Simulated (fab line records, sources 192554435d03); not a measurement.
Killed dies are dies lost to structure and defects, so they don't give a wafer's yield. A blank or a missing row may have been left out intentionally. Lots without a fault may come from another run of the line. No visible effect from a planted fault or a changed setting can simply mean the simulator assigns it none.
A lot that was struck, set against a sound lot | flow n5_finfet | 18 out of 1938 route steps
Sound: the wafers L515.1, L515.3, L515.6. Struck: wafer L518.6. (L518.2, L518.5 of the same lot were not struck and are left out.) The cause comes at the end.
For every step that has rows: the tool of each side, followed by ch and its chambers, followed by its first start. Under that, the readings that differ: sound wafers | struck wafers | difference of the means | sigmas: that difference in standard deviations of wafers without a fault.
alike: readings whose means differ by less than 2 such deviations, and words and numbers that are the same on both sides. not compared: withheld readings, readings that some wafer has no value for, bounds like >300 that may hide the same value, and numbers for which the record gives no deviation and whose values overlap.
Wherever a step has rows on one side only, a row that says differs or no value, or a row with sigmas, the two part there. Non-overlapping numbers with no deviation appear without sigmas and do not part them. Lack of a reading on every wafer of one side parts them only where that side has two or more wafers.

N5_MIM_TOP_LITHO_CD_MEAS_08: the cd target is 2000 nm.
  sound on cd_sem-02 ch 0, day 13 21:58; struck on cd_sem-01 ch 0, day 14 16:07
  alike: cd_nm
N5_MIM_TOP_LITHO_OVL_MEAS_11:
  sound on overlay-01 ch 0, day 13 21:59; struck on overlay-02 ch 0, day 14 16:08
  alike: MIM_TOP_OVL
N5_MIM_TOP_LITHO_INSPECT_12: inspects for defects (macro).
  sound on defect_inspect-01, day 13 22:01; struck on defect_inspect-02, day 14 16:15
  alike: raw_defect_count
N5_MIM_TOP_LITHO_DESCUM_10: chemistry O2, time 7.9 s.
  sound on rie_diel-06 ch 0,3, day 13 22:03; struck on rie_diel-06 ch 3, day 14 16:26
  alike: chamber_pressure_mTorr, drypump_motor_current_A, oes_product_au, rf_fwd_power_W, rf_vpp_V, showerhead_plenum_p_Torr, throttle_valve_pct
  not compared: rf_hours_counter_h
N5_MIM_TOP_ETCH_ETCH_00: etches TiN in Cl2/BCl3, target depth 38.5 nm.
  sound on rie_metal-03 ch 0,1, day 13 22:08; struck on rie_metal-03 ch 1, day 14 16:33
  alike: chamber_pressure_mTorr, drypump_motor_current_A, oes_product_au, rf_fwd_power_W, throttle_valve_pct
  not compared: rf_hours_counter_h
N5_MIM_TOP_ETCH_STRIP_01: strips in O2.
  sound on rie_diel-02 ch 0,1, day 13 22:17; struck on rie_diel-05 ch 3, day 14 16:44
  reading                | sound             | struck | difference | sigmas
  oes_product_au (a.u.)  | 0.96 0.79 0.96    | 0.68   | -0.22      | -2
  throttle_valve_pct (%) | 16.23 16.45 16.23 | 16.92  | +0.62      | +2
  alike: chamber_pressure_mTorr, drypump_motor_current_A, rf_vpp_V, showerhead_plenum_p_Torr
  not compared: rf_hours_counter_h
N5_MIM_TOP_ETCH_PECVD_03: deposits SiNx from SiH4/NH3/N2, target thk 20 nm, time 17.6 s.
  sound on pecvd-02 ch 1,2, day 13 22:21; struck on pecvd-04 ch 1, day 14 16:48
  alike: chamber_pressure_Torr, heater_power_outer_w, heater_power_w, rf_fwd_power_W, showerhead_plenum_p_Torr, throttle_valve_pct
then, 5 steps without rows for these wafers: N5_MIM_BOT_LITHO_HMDS_01 (time 60 s); N5_MIM_BOT_LITHO_COAT_02; N5_MIM_BOT_LITHO_EBR_04; N5_MIM_BOT_LITHO_SOFTBAKE_03 (time 90 s); N5_MIM_BOT_LITHO_EXPOSE_05 (exposes mask MIM BOT).
N5_MIM_BOT_LITHO_PEB_06:
  sound on litho_track-05 ch 0, day 13 22:35; struck on litho_track-03 ch 0, day 14 17:10
then, 2 steps without rows for these wafers: N5_MIM_BOT_LITHO_DEVELOP_07 (develop time 60 s); N5_MIM_BOT_LITHO_HARDBAKE_09 (time 120 s).
N5_MIM_BOT_LITHO_CD_MEAS_08: the cd target is 3000 nm.
  sound on cd_sem-02 ch 0, day 13 22:43; struck on cd_sem-02 ch 0, day 14 17:17
  reading    | sound                | struck | difference | sigmas
  cd_nm (nm) | 2998.0 3003.8 2998.1 | 2980.9 | -19.1      | -7
N5_MIM_BOT_LITHO_OVL_MEAS_11:
  sound on overlay-02 ch 0, day 13 22:44; struck on overlay-01 ch 0, day 14 17:19
  alike: MIM_BOT_OVL
N5_PASSIVATION_PROBE_49:
  sound on prober-01, day 14 08:52; struck on prober-02, day 15 03:17
  alike: defect_limited_yield, killed_at_M0_to_M3, killed_at_M4_up, killed_at_contacts, killed_at_front_end, killed_at_other, killed_dies, killed_open, killed_short, sort_bin_5_function, sort_bin_6_memory, sort_bin_8_speed, sort_n_pass, sort_yield_pct

WHERE THEY PART
At N5_MIM_TOP_ETCH_STRIP_01 first; at N5_MIM_BOT_LITHO_CD_MEAS_08 last (within this record only). Later steps at which nothing parts them and some readings are alike: N5_MIM_BOT_LITHO_OVL_MEAS_11, N5_PASSIVATION_PROBE_49.

WHY: what had been put in by the simulator
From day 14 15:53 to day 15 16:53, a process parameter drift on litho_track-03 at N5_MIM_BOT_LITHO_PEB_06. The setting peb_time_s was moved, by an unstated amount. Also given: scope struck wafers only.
